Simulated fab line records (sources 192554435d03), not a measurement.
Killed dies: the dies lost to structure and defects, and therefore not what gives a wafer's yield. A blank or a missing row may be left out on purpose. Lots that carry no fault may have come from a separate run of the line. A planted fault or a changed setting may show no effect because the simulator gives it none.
Split-lot study ; flow n5Finfet ; 21 wafers read across 7 lots, on a route 1938 steps long

## THE SPLIT ITSELF
At N5_PASSIVATION_ETCH_54 (etches SiO2 in CHF3/O2, target depth 880 nm, time 440 s), the setting biasW was moved away from the recipe's 170 W on 10 of the 21 wafers read, by -15.6% to +17.9%. This setting was run at the recipe's value on the other wafers.

The split's own step is where the reading is taken.

## THE READING
rfVppV, in V, at N5_PASSIVATION_ETCH_54 (etches SiO2 in CHF3/O2, target depth 880 nm, time 440 s). Typical for fault-free wafers on this fab line: 531 V, with standard deviation 17 V.

wafer;tool, chamber at the split;biasW as run, W;against the recipe;rfVppV, V;against lot-mates on the recipe
L076.2;rieDiel-02, 0;170;recipe;525;-
L076.3;rieDiel-02, 1;170;recipe;525;-
L076.6;rieDiel-02, 1;200.5;+17.9%;600;+75
L086.1;rieDiel-02, 0;187.5;+10.3%;566;+15
L086.5;rieDiel-02, 2;170;recipe;551;-
L086.6;rieDiel-02, 0;187.5;+10.3%;566;+15
L088.1;rieDiel-01, 2;190.9;+12.3%;574;+50
L088.5;rieDiel-01, 2;170;recipe;524;-
L088.6;rieDiel-01, 1;190.9;+12.3%;615;+91
L087.1;rieDiel-01, 1;170;recipe;559;-
L087.2;rieDiel-01, 0;194.9;+14.6%;617;+58
L087.4;rieDiel-01, 2;194.9;+14.6%;584;+25
L089.1;rieDiel-02, 0;144.7;-14.9%;460;-67
L089.2;rieDiel-02, 3;170;recipe;527;-
L089.3;rieDiel-02, 1;144.7;-14.9%;461;-66
L094.1;rieDiel-04, 3;170;recipe;505;-
L094.3;rieDiel-04, 2;170;recipe;540;-
L094.6;rieDiel-04, 2;170;recipe;539;-
L095.2;rieDiel-02, 0;170;recipe;523;-
L095.3;rieDiel-02, 1;143.4;-15.6%;458;-79
L095.4;rieDiel-02, 2;170;recipe;551;-

THE FIT
A straight line over all 21 wafers: rfVppV changes by +4.5 V for each +1% of biasW; r = +0.94; the points scatter about the line by 16 V.
The same after taking each lot's own level away (the mean of its wafers on the recipe; 21 wafers): +4.09 V for each +1%; r = +0.92; scatter 17 V.
The reading moves by 73 V for the largest change in biasW, on that fit.
From 524.0 to 559.0 V: that is the span of the lots' own levels, equal to 2.1 times the standard deviation above.
Consequently the slope shifts little with the lot-to-lot level, the two slopes agreeing.
Check: with one of the wafers moved furthest among these (+17.9%) left out of the fit, the line predicts +68.6 V for it against its lot-mates. Against them it came out at +75 V.
Tool readings at the split's step, against how far the setting was moved: rfVppV r = +0.94.

## THE WHOLE CHAIN: every reading that the file lists as answering this split, in the file's order
step;what it does;reading;change (the file's fit);r (the file's)
N5_PASSIVATION_ETCH_54;etches SiO2 in CHF3/O2, target depth 880 nm, time 440 s;rfVppV;+4.13 V for each +1% of the setting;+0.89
N5_PASSIVATION_PROBE_49;;defectLimitedYield;not straight: 90.1 at the lowest setting, 81.7 at the recipe, 84.2 at the highest;not given
N5_PASSIVATION_PROBE_49;;killedDies;not straight: 117 at the lowest setting, 216 at the recipe, 186 at the highest;not given
N5_PASSIVATION_PROBE_49;;sort_bin_5_function;not straight: 4.9 at the lowest setting, 14.2 at the recipe, 11.1 at the highest;not given
N5_PASSIVATION_PROBE_49;;sortNPass;not straight: 1063 at the lowest setting, 963 at the recipe, 994 at the highest;not given
N5_PASSIVATION_PROBE_49;;sortYieldPct;not straight: 90.1 at the lowest setting, 81.6 at the recipe, 84.2 at the highest;not given

## FILE'S OWN FIT
rfVppV changes by +4.13 V for each +1% of biasW, r = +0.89.
